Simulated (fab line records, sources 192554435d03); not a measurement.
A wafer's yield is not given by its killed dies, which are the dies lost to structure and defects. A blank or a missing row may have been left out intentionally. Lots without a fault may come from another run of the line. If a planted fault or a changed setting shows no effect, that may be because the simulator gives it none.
fab line records	flow n5-finfet
[record] lots = 9	wafers = 26	last-day = 18
route steps=1938 shown BEOL_M4@1111 MIM_TOP_ETCH@1853 PASSIVATION@1926
lots that met no fault: taken from a fault-free run of the same line
start-h: start of the lot's first displayed wafer, in hours after the record's first day	wait-h: hours since the lot's step before	" identical to the entry in the row above	L1.1+2: several wafers, shown together as one row	- either no value or no given start	* or withheld: withheld	< > ~ a bound
route shown NAME@n: names a module that has steps shown in the file, with the first one's number in the route	usual: mean/standard deviation of fault-free wafers	same: alike in all rows	chamber/n: place in a boat	sites: the reading at each site	_std_site: how widely they spread, as a standard deviation	_edge_site: outer sites' mean less inner sites'	radius-mm: how far each site lies from the wafer's centre	mask NAME#n: copy n	behind: the tool/chamber that last shaped the wafer	hold: the reason the lot was held/the length of the hold in hours/how it ended	device: the transistor (n, p or np) that didn't switch	end of line: the tests these same wafers got at the end of their route	where a step has no rows: the recipe by itself	killed: not the wafer's yield, but the dies lost to structure and defects at the first sort	map: a wafer's dies, marking killed ones x, the rest . and places with no die _
set.NAME: the setting that was run; set.NAME@STEP: the one run at that earlier step	model.NAME: the simulator's own value behind a step, which no gauge read
route steps across a sampled set of lots; one table per step, one row per wafer
services: when a tool's chamber went out of use (start-h, in hours from the record's first day, below 0 if earlier), for how many hours, and the reason
[[steps]]
[step N5_BEOL_M4_RC_MEAS_101]
[usual] DIBL_N = 36.4/1.6	DIBL_P = 36.2/1.8	IOFF_N = 0.159/0.029	IOFF_P = 0.21/0.034	ION_N = 670/12	ION_P = 459/8.2	SS_N = 71.5/0.59	SS_P = 73.2/0.54	VT_N = 250/3.3	VT_P = -250/3.7
lot.wafer	tool	chamber	start-h	wait-h	DIBL_N[mV/V]	DIBL_P[mV/V]	IOFF_N[nA/um]	IOFF_P[nA/um]	ION_N[uA/um]	ION_P[uA/um]	SS_N[mV/dec]	SS_P[mV/dec]	VT_N[mV]	VT_P[mV]
L223.1	prober-02	0	185.72	0.0	34.2	33.1	0.127	0.17	658	450	71.2	73.0	253	-252
L223.2	"	0	"	"	34.8	34.2	0.133	0.19	660	454	70.8	73.5	252	-252
L223.6	"	0	"	"	36.8	35.6	0.163	0.21	668	462	72.0	72.5	252	-250
L224.4	prober-02	0	204.10	0.5	34.8	33.3	0.133	0.20	674	465	70.2	73.3	252	-249
L224.5	"	0	"	"	37.0	35.7	0.170	0.24	685	464	71.5	72.6	248	-247
L224.6	"	0	"	"	36.3	34.5	0.144	0.22	658	459	71.6	73.3	252	-247
L225.2	prober-02	0	209.13	0.2	38.1	36.5	0.204	0.25	697	472	72.2	73.0	248	-247
L225.4	"	0	"	"	37.9	36.4	0.209	0.25	691	466	72.2	73.7	244	-244
L230.1	prober-01	0	256.60	0.0	35.4	35.6	0.146	0.17	671	458	71.8	72.9	250	-255
L230.3	"	0	"	"	34.2	34.4	0.130	0.15	657	442	72.3	72.1	255	-256
L230.4	"	0	"	"	36.1	38.2	0.167	0.20	672	455	72.0	73.4	249	-251
L236.1	prober-02	0	258.39	0.0	35.5	35.8	0.130	0.20	656	452	71.0	73.0	253	-251
L236.5	"	0	"	"	35.2	35.1	0.126	0.18	668	461	70.8	72.8	254	-252
L236.6	"	0	"	"	36.1	32.9	0.127	0.15	643	445	72.0	72.8	256	-255
L238.1	prober-01	0	288.03	0.0	32.9	34.3	0.119	0.18	657	457	70.4	72.8	251	-251
L238.3	"	0	"	"	34.7	34.9	0.137	0.19	665	458	70.4	73.4	253	-250
L238.4	"	0	"	"	33.8	33.9	0.137	0.18	670	464	70.4	73.3	250	-250
L239.1	prober-01	0	293.59	0.0	36.0	35.5	0.161	0.20	663	454	71.7	72.9	253	-254
L239.2	"	0	"	"	34.9	33.7	0.129	0.17	654	449	71.8	72.5	257	-254
L239.3	"	0	"	"	36.2	38.1	0.158	0.23	675	464	72.1	73.4	253	-251
L242.1	prober-02	0	304.09	0.0	39.1	37.3	0.199	0.22	683	460	71.9	73.5	247	-250
L242.5	"	0	"	"	38.5	36.3	0.188	0.21	695	470	71.4	73.1	245	-250
L242.6	"	0	"	"	39.0	38.0	0.196	0.25	679	462	71.4	73.4	245	-246
L244.1	prober-01	0	331.48	0.0	36.1	37.1	0.157	0.22	657	458	71.7	73.4	253	-250
L244.2	"	0	"	"	37.3	39.1	0.196	0.26	689	472	71.7	73.6	247	-248
L244.4	"	0	"	"	33.1	34.9	0.117	0.19	652	460	70.8	72.5	253	-250
[step N5_MIM_TOP_ETCH_PECVD_03]
[recipe] material = SiNx	target-thk-a = 200	temp-c = 400	precursor = SiH4/NH3/N2	pressure-torr = 1.5	rf-w = 300	time-s = 17.6
[usual] heater-power-w = 801/95	showerhead-plenum-p-Torr = 5.15/0.08	throttle-valve-pct = 40.4/1.8
lot.wafer	tool	chamber	start-h	wait-h	heater-power-w	showerhead-plenum-p-Torr	throttle-valve-pct
L223.1	pecvd-04	2	288.96	-	759	5.06	37.1
L223.2	"	1	"	"	876	5.11	39.9
L223.6	"	2	"	"	752	5.04	37.1
L224.4	pecvd-02	2	305.64	-	722	5.16	37.9
L224.5	"	1	"	"	716	5.16	42.4
L224.6	"	0	"	"	795	5.23	40.3
L225.2	pecvd-02	2	306.26	-	760	5.17	38.0
L225.4	"	1	"	"	678	5.14	42.5
L230.1	pecvd-02	1	347.70	-	713	5.14	42.4
L230.3	"	0	"	"	841	5.22	39.8
L230.4	"	2	"	"	699	5.16	38.0
L236.1	pecvd-03	2	351.37	-	679	5.17	38.9
L236.5	"	0	"	"	980	5.21	42.5
L236.6	"	2	"	"	665	5.21	38.7
L238.1	pecvd-03	1	383.21	-	857	4.99	42.2
L238.3	"	0	"	"	981	5.24	42.6
L238.4	"	1	"	"	876	5.00	41.7
L239.1	pecvd-03	1	383.65	-	794	5.00	41.7
L239.2	"	0	"	"	938	5.24	42.9
L239.3	"	1	"	"	794	4.99	41.9
L242.1	pecvd-03	0	395.45	-	848	5.23	43.1
L242.5	"	0	"	"	856	5.23	42.8
L242.6	"	2	"	"	662	5.19	39.2
L244.1	pecvd-02	0	423.09	-	783	5.23	40.2
L244.2	"	1	"	"	729	5.14	42.3
L244.4	"	1	"	"	725	5.14	42.5
[step N5_PASSIVATION_OVL_MEAS_66]
[recipe] points-per-wafer = 44
[usual] PASS_OPEN_OVL = -4/4.9
lot.wafer	tool	chamber	start-h	wait-h	PASS_OPEN_OVL[nm]
L223.1	overlay-02	0	296.42	0.0	-10
L223.2	"	0	"	"	-5
L223.6	"	0	"	"	-2
L224.4	overlay-01	0	312.95	0.0	-4
L224.5	"	0	"	"	-5
L224.6	"	0	"	"	4
L225.4	overlay-02	0	313.93	0.0	3
L230.3	overlay-02	0	353.38	0.0	0
L230.4	"	0	"	"	-6
L236.1	overlay-01	0	357.13	0.0	-2
L236.5	"	0	"	"	-1
L236.6	"	0	"	"	-7
L238.1	overlay-01	0	393.52	0.0	-9
L238.3	"	0	"	"	2
L238.4	"	0	"	"	-10
L239.1	overlay-02	0	393.56	0.0	-3
L239.2	"	0	"	"	-2
L239.3	"	0	"	"	-2
L242.1	overlay-02	0	403.18	0.0	-2
L242.5	"	0	"	"	-2
L242.6	"	0	"	"	-3
L244.1	overlay-01	0	429.23	0.0	3
L244.2	"	0	"	"	-3
L244.4	"	0	"	"	-9
[step N5_PASSIVATION_ETCH_54]
[recipe] chemistry = CHF3/O2	target = SiO2	target-depth-a = 8800	CHF3_flow_sccm = 50	O2_flow_sccm = 5	Ar_flow_sccm = 200	time-s = 440	mask-material = PR	pressure-mtorr = 30	source-w = 650	bias-w = 170	ion-energy-ev = 200
[usual] drypump-motor-current-A = 5.7/0.43	oes_ar_750_au = 0.81/0.076	oes_o_777_au = 0.81/0.075	oes-product-au = 0.81/0.074	rf-vpp-V = 526/7.6	showerhead-plenum-p-Torr = 2.41/0.095	throttle-valve-pct = 18.78/0.22
lot.wafer	tool	chamber	start-h	wait-h	drypump-motor-current-A	oes_ar_750_au	oes_o_777_au	oes-product-au	rf-hours-counter-h	rf-vpp-V	showerhead-plenum-p-Torr	throttle-valve-pct
L223.1	rie-diel-03	0	296.74	0.1	5.4	0.69	0.71	0.70	223	528	2.29	18.92
L223.2	"	3	"	"	6.6	0.79	0.78	0.78	117	535	2.52	18.69
L223.6	"	2	"	"	5.7	0.84	0.84	0.86	-	530	2.56	18.89
L224.4	rie-diel-03	1	313.37	0.1	5.7	0.91	0.91	0.91	33	520	2.47	18.90
L224.5	"	1	"	"	5.7	0.92	0.90	0.89	-	520	2.47	18.90
L224.6	"	2	"	"	5.7	0.84	0.83	0.84	-	531	2.55	18.91
L225.4	rie-diel-03	1	314.25	0.1	5.7	0.91	0.92	0.91	33	521	2.47	18.91
L230.3	rie-diel-06	2	354.06	0.1	5.4	0.84	0.85	0.85	54	536	2.43	18.59
L230.4	"	3	"	"	5.5	0.81	0.79	0.81	84	522	2.35	19.10
L236.1	rie-diel-06	3	357.45	0.1	5.5	0.80	0.79	0.81	86	520	2.34	19.10
L236.5	"	0	"	"	6.5	0.72	0.73	0.72	-	532	2.30	18.90
L236.6	"	1	"	"	5.5	0.82	0.80	0.83	-	514	2.33	18.40
L238.1	rie-diel-06	1	394.02	0.1	5.4	0.80	0.79	0.81	89	515	2.32	18.43
L238.3	"	2	"	"	5.3	0.82	0.83	0.83	67	535	2.43	18.61
L238.4	"	3	"	"	5.6	0.79	0.77	0.80	97	520	2.34	19.13
L239.1	rie-diel-01	3	394.17	0.1	5.5	0.89	0.90	0.90	15	524	2.36	18.46
L239.2	"	1	"	"	5.4	0.90	0.91	0.89	43	528	2.55	19.03
L239.3	"	0	"	"	5.5	0.96	0.96	0.99	2	527	2.47	18.54
L242.1	rie-diel-03	2	403.50	0.1	5.7	0.80	0.79	0.80	93	531	2.54	18.97
L242.5	"	0	"	"	5.3	0.94	0.96	0.94	-	533	2.57	18.58
L242.6	"	1	"	"	5.7	0.87	0.86	0.86	-	520	2.46	18.95
L244.1	rie-diel-01	3	429.55	0.1	5.5	0.86	0.88	0.87	26	526	2.35	18.48
L244.2	"	0	"	"	5.5	0.91	0.91	0.93	12	528	2.47	18.56
L244.4	"	2	"	"	5.8	0.87	0.87	0.87	41	512	2.36	18.63
[step N5_PASSIVATION_STRIP_48]
[recipe] chemistry = O2	power-w = 600	temp-c = 60	pressure-mtorr = 30	rf-frequency-hz = 6e+07	bias-power-w = 0	overash-fraction = 0.5	o2-flow-sccm = 225
[usual] drypump-motor-current-A = 5.7/0.44	o2-flow-sccm = 225.0/0.7	oes-product-au = 0.82/0.079	rf-vpp-V = 3.7/2.5	showerhead-plenum-p-Torr = 2.09/0.085	temp-c = 59.99/0.12	throttle-valve-pct = 16.63/0.22
lot.wafer	tool	chamber	start-h	wait-h	drypump-motor-current-A	o2-flow-sccm	oes-product-au	rf-hours-counter-h	rf-vpp-V	showerhead-plenum-p-Torr	temp-c	throttle-valve-pct
L223.1	rie-diel-03	0	297.03	0.1	5.4	225.1	0.69	223	5.4	2.01	59.75	16.91
L223.2	"	3	"	"	6.6	225.1	0.77	117	4.2	2.19	59.80	16.54
L223.6	"	2	"	"	5.7	224.9	0.88	-	4.6	2.21	59.81	16.70
L224.4	rie-diel-03	1	313.66	0.1	5.6	225.0	0.92	33	5.6	2.13	59.89	16.62
L224.5	"	1	"	"	5.6	225.4	0.91	-	3.7	2.13	60.01	16.52
L224.6	"	2	"	"	5.7	224.7	0.83	-	4.9	2.21	59.96	16.68
L225.4	rie-diel-03	1	314.54	0.1	5.7	224.9	0.94	34	0	2.13	60.07	16.64
L230.3	rie-diel-06	2	354.35	0.1	5.4	223.9	0.89	54	6.1	2.14	59.93	16.44
L230.4	"	3	"	"	5.5	225.1	0.81	85	3.4	2.01	60.06	16.78
L236.1	rie-diel-06	3	357.74	0.1	5.5	224.9	0.80	86	2.6	2.01	60.00	16.86
L236.5	"	0	"	"	6.5	224.3	0.68	-	0	2.01	60.03	16.86
L236.6	"	1	"	"	5.5	224.4	0.87	-	0.5	2.01	60.07	16.19
L238.1	rie-diel-06	1	394.31	0.1	5.5	224.5	0.81	89	4.5	2.01	60.06	16.30
L238.3	"	2	"	"	5.4	224.1	0.83	67	1.3	2.13	59.98	16.55
L238.4	"	3	"	"	5.5	224.2	0.78	97	5.5	2.01	59.87	16.87
L239.1	rie-diel-01	3	394.46	0.1	5.5	225.0	0.88	15	3.9	2.06	59.94	16.35
L239.2	"	1	"	"	5.3	224.9	0.87	43	0.5	2.24	59.83	17.00
L239.3	"	0	"	"	5.5	224.7	1.00	2	7.6	2.13	60.01	16.33
L242.1	rie-diel-03	2	403.79	0.1	5.8	225.8	0.80	93	6.5	2.20	60.17	16.75
L242.5	"	0	"	"	5.3	226.6	1.00	-	2.2	2.26	59.99	16.51
L242.6	"	1	"	"	5.7	225.9	0.85	-	4.9	2.12	60.05	16.70
L244.1	rie-diel-01	3	429.84	0.1	5.5	224.7	0.90	26	3.0	2.06	59.83	16.44
L244.2	"	0	"	"	5.5	225.0	0.96	12	0	2.13	60.10	16.32
L244.4	"	2	"	"	5.8	225.2	0.84	41	1.7	2.05	60.04	16.41
[step N5_PASSIVATION_PROBE_49]
[usual] defect-limited-yield = 91.1/1.5	killed_at_M0_to_M3 = 33/9.9	killed_at_M4_up = 14/5.2	killed-at-contacts = 12/6.7	killed-at-front-end = 43/13	killed-at-other = 3.4/2.7	killed-dies = 105/17	killed-on-rim = 14/4.2	killed-open = 69/13	killed-short = 33/7.5	sort_bin_5_function = 5.2/0.91	sort_bin_6_memory = 3.3/0.71	sort_bin_8_speed = 0.00/0.032	sort-n-pass = 1075/17	sort-yield-pct = 91.1/1.5
[same] gross-dies = 1180	killed-at-back-side = 0	sort_bin_4_leakage[%] = 0
lot.wafer	tool	chamber	start-h	wait-h	defect-limited-yield[%]	killed_at_M0_to_M3	killed_at_M4_up	killed-at-contacts	killed-at-front-end	killed-at-other	killed-dies	killed-on-rim	killed-open	killed-short	sort_bin_5_function[%]	sort_bin_6_memory[%]	sort_bin_8_speed[%]	sort-n-pass	sort-yield-pct[%]
L223.1	prober-01	-	299.52	0.0	90.5	25	24	11	49	3	112	14	76	33	6.1	2.9	0	1068	90.5
L223.2	prober-01	-	299.57	0.1	88.1	22	18	20	75	5	140	21	101	31	5.8	5.2	0	1040	88.1
L223.6	prober-01	-	299.77	0.3	88.6	29	11	21	70	3	134	17	89	45	6.9	4.2	0	1046	88.6
L225.2	prober-02	-	317.90	0.1	0	51	9	5	33	1082	1180	152	70	29	4.8	3.2	0	0	0
L225.4	prober-02	-	318.00	0.2	94.1	15	11	8	34	2	70	9	42	28	3.0	2.9	0	1110	94.1
L230.1	prober-01	-	357.26	0.0	0	25	18	8	31	1098	1180	152	55	29	5.0	2.0	0	0	0
L230.3	prober-01	-	357.36	0.1	88.7	30	16	27	57	3	133	18	100	31	6.4	4.6	0	1047	88.7
L230.4	prober-01	-	357.41	0.2	93.6	17	4	7	41	7	76	11	54	20	4.0	2.5	0	1104	93.6
L238.1	prober-01	-	396.81	0.0	90.4	41	27	23	19	3	113	13	86	26	5.8	3.5	0	1067	90.4
L238.3	prober-01	-	396.91	0.1	88.6	37	21	29	38	9	134	19	94	38	6.7	4.2	0	1046	88.6
L238.4	prober-01	-	396.96	0.2	92.3	30	22	19	18	2	91	7	70	19	5.0	2.5	0	1089	92.3
L242.1	prober-02	-	406.77	0.0	91.2	38	20	8	36	2	104	17	65	38	5.3	3.2	0	1076	91.2
L242.5	prober-02	-	406.97	0.2	90.8	29	20	12	45	2	108	16	71	34	5.1	3.7	0	1072	90.8
L242.6	prober-02	-	407.02	0.3	91.6	26	19	17	36	1	99	11	60	39	5.3	2.8	0	1081	91.6
// killed by level:class
L223.1 FIN_SAQP:geometric-particle:short=15 MOL_CONTACT_COAG:geometric-particle:open=11 STI_FIN_REVEAL:geometric-particle:open=10 BEOL_M4:geometric-particle:open=9 BEOL_M2:geometric-particle:open=8 GATE_CUT:geometric-particle:short=6 BEOL_M0_SAQP:geometric-particle:open=6 FIN_SAQP:geometric-particle:open=4
L223.2 FIN_SAQP:geometric-particle:open=20 STI_FIN_REVEAL:geometric-particle:open=17 MOL_CONTACT_COAG:geometric-particle:open=16 BEOL_M4:geometric-particle:open=8 DUMMY_GATE:geometric-particle:open=6 BEOL_M0_SAQP:geometric-particle:open=6 BEOL_M2:geometric-particle:open=6 HKMG_FIN:area-etch=6
L223.6 MOL_CONTACT_COAG:geometric-particle:open=18 STI_FIN_REVEAL:geometric-particle:open=16 FIN_SAQP:geometric-particle:short=14 FIN_SAQP:geometric-particle:open=12 BEOL_M1:geometric-particle:open=8 BEOL_M0_SAQP:geometric-particle:short=6 BEOL_M4:geometric-particle:open=6 GATE_CUT:geometric-particle:open=5
L225.2 MIM_TOP_ETCH:area-pecvd=1080 BEOL_M1:geometric-particle:open=16 BEOL_M2:geometric-particle:open=14 BEOL_M3:geometric-particle:open=7 DUMMY_GATE:geometric-particle:open=7 FIN_SAQP:geometric-particle:open=4 MOL_CONTACT_COAG:geometric-particle:open=4 BEOL_M0_SAQP:geometric-particle:short=4
L225.4 MOL_CONTACT_COAG:geometric-particle:open=7 STI_FIN_REVEAL:geometric-particle:open=6 FIN_SAQP:geometric-particle:open=5 STI_FIN_REVEAL:geometric-particle:short=4 BEOL_M5:geometric-particle:open=4 FIN_SAQP:geometric-particle:short=3 DUMMY_GATE:geometric-particle:open=3 BEOL_M1:geometric-particle:short=3
L230.1 MIM_TOP_ETCH:area-pecvd=1095 BEOL_M3:geometric-particle:open=12 BEOL_M4:geometric-particle:open=8 FIN_SAQP:geometric-particle:open=7 STI_FIN_REVEAL:geometric-particle:open=6 MOL_CONTACT_COAG:geometric-particle:open=6 FIN_SAQP:geometric-particle:short=5 BEOL_M1:geometric-particle:open=4
L230.3 FIN_SAQP:geometric-particle:open=21 MOL_CONTACT_COAG:geometric-particle:open=21 BEOL_M3:geometric-particle:open=10 DUMMY_GATE:geometric-particle:open=7 MOL_CONTACT_COAG:geometric-particle:short=6 BEOL_M2:geometric-particle:open=6 BEOL_M4:geometric-particle:open=6 FIN_CUT:geometric-particle:open=4
L230.4 FIN_SAQP:geometric-particle:open=14 BEOL_M3:geometric-particle:open=8 MOL_CONTACT_COAG:geometric-particle:open=6 STI_FIN_REVEAL:geometric-particle:open=5 PAD_METAL:geometric-particle:short=5 STARTING-WAFER:geometric-particle:open=4 FIN_SAQP:geometric-particle:short=3 DUMMY_GATE:geometric-particle:open=3
L238.1 MOL_CONTACT_COAG:geometric-particle:open=17 BEOL_M0_SAQP:geometric-particle:open=13 BEOL_M2:geometric-particle:open=12 BEOL_M4:geometric-particle:open=12 MOL_CONTACT_COAG:geometric-particle:short=6 BEOL_M1:geometric-particle:open=5 BEOL_M4:geometric-particle:short=5 STI_FIN_REVEAL:geometric-particle:open=4
L238.3 MOL_CONTACT_COAG:geometric-particle:open=26 BEOL_M3:geometric-particle:open=13 STI_FIN_REVEAL:geometric-particle:open=9 BEOL_M0_SAQP:geometric-particle:short=7 BEOL_M4:geometric-particle:open=7 BEOL_M0_SAQP:geometric-particle:open=6 FIN_SAQP:geometric-particle:short=5 FIN_SAQP:geometric-particle:open=4
L238.4 MOL_CONTACT_COAG:geometric-particle:open=16 BEOL_M4:geometric-particle:open=12 BEOL_M3:geometric-particle:open=7 BEOL_M0:geometric-particle:open=6 STI_FIN_REVEAL:geometric-particle:open=5 BEOL_M2:geometric-particle:open=5 BEOL_M0_SAQP:geometric-particle:short=4 MOL_CONTACT_COAG:geometric-particle:short=3
L242.1 BEOL_M1:geometric-particle:open=10 FIN_SAQP:geometric-particle:short=9 BEOL_M3:geometric-particle:open=9 FIN_SAQP:geometric-particle:open=8 MOL_CONTACT_COAG:geometric-particle:open=7 BEOL_M0_SAQP:geometric-particle:open=7 BEOL_M4:geometric-particle:open=7 BEOL_M5:geometric-particle:short=5
L242.5 FIN_SAQP:geometric-particle:short=13 MOL_CONTACT_COAG:geometric-particle:open=11 FIN_SAQP:geometric-particle:open=10 BEOL_M3:geometric-particle:open=8 DUMMY_GATE:geometric-particle:open=7 BEOL_M4:geometric-particle:open=7 STI_FIN_REVEAL:geometric-particle:open=6 BEOL_M1:geometric-particle:open=6
L242.6 MOL_CONTACT_COAG:geometric-particle:open=12 FIN_SAQP:geometric-particle:short=10 BEOL_M4:geometric-particle:open=10 BEOL_M1:geometric-particle:open=9 BEOL_M3:geometric-particle:open=6 FIN_SAQP:geometric-particle:open=5 STI_FIN_REVEAL:geometric-particle:open=5 MOL_CONTACT_COAG:geometric-particle:short=5
[[services]]
tool	chamber	start-h	hours	kind
rie-diel-01	1	275.60	-	clean
rie-diel-01	1	275.60	-	consumable-replace:focus-ring
rie-diel-01	1	275.60	-	consumable-replace:showerhead
rie-diel-01	1	275.60	19.0	scheduled-down
rie-diel-01	1	275.60	19.0	vent-cycle
rie-diel-01	2	299.41	-	clean
rie-diel-01	2	299.41	-	consumable-replace:focus-ring
rie-diel-01	2	299.41	30.5	scheduled-down
rie-diel-01	2	299.41	30.5	vent-cycle
rie-diel-01	3	329.94	-	clean
rie-diel-01	3	329.94	-	consumable-replace:focus-ring
rie-diel-01	3	329.94	26.7	scheduled-down
rie-diel-01	3	329.94	26.7	vent-cycle
rie-diel-03	1	331.23	10.9	repair
rie-diel-01	0	343.61	9.4	repair
rie-diel-01	1	360.24	5.1	repair
rie-diel-06	-	364.60	2.4	repair
rie-diel-03	0	368.14	-	clean
rie-diel-03	0	368.14	-	consumable-replace:focus-ring
rie-diel-03	0	368.14	-	consumable-replace:showerhead
rie-diel-03	0	368.14	16.1	scheduled-down
rie-diel-03	0	368.14	16.1	vent-cycle
rie-diel-01	0	368.97	-	clean
pecvd-02	-	396.33	0.6	repair
[[key]]
[first-sign] step = N5_PASSIVATION_PROBE_49	reading = killed-at-other	direction = up	sigmas = 99+	usual = 3.4	struck = 1090
[effect] step = N5_PASSIVATION_PROBE_49	reading = sort-yield-pct	direction = down	sigmas = 62	usual = 91.1	struck = 0
[more-kills-born-at] N5_MIM_TOP_ETCH_PECVD_03@pecvd-02 = 2175
met-at N5_MIM_TOP_ETCH_PECVD_03
struck-lots L225,L230
struck-wafers L225.2,L230.1
later-rows-left-out L225.2,L230.1
not-acting-at N5_PASSIVATION_OVL_MEAS_66,N5_PASSIVATION_ETCH_54,N5_PASSIVATION_STRIP_48
onset-between 305.64 306.26
[fault] kind = process-parameter-drift	tool = pecvd-02	chamber = -	onset-h = 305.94	steps = N5_MIM_TOP_ETCH_PECVD_03	channel = time-s	offset = *	shape = step	end-h = 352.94	scope = struck-wafers-only	acts-in = *	stated = *
// later-rows-left-out: the simulator's readings of these wafers behind a module that went badly wrong aren't trusted and aren't shown, but for the sort
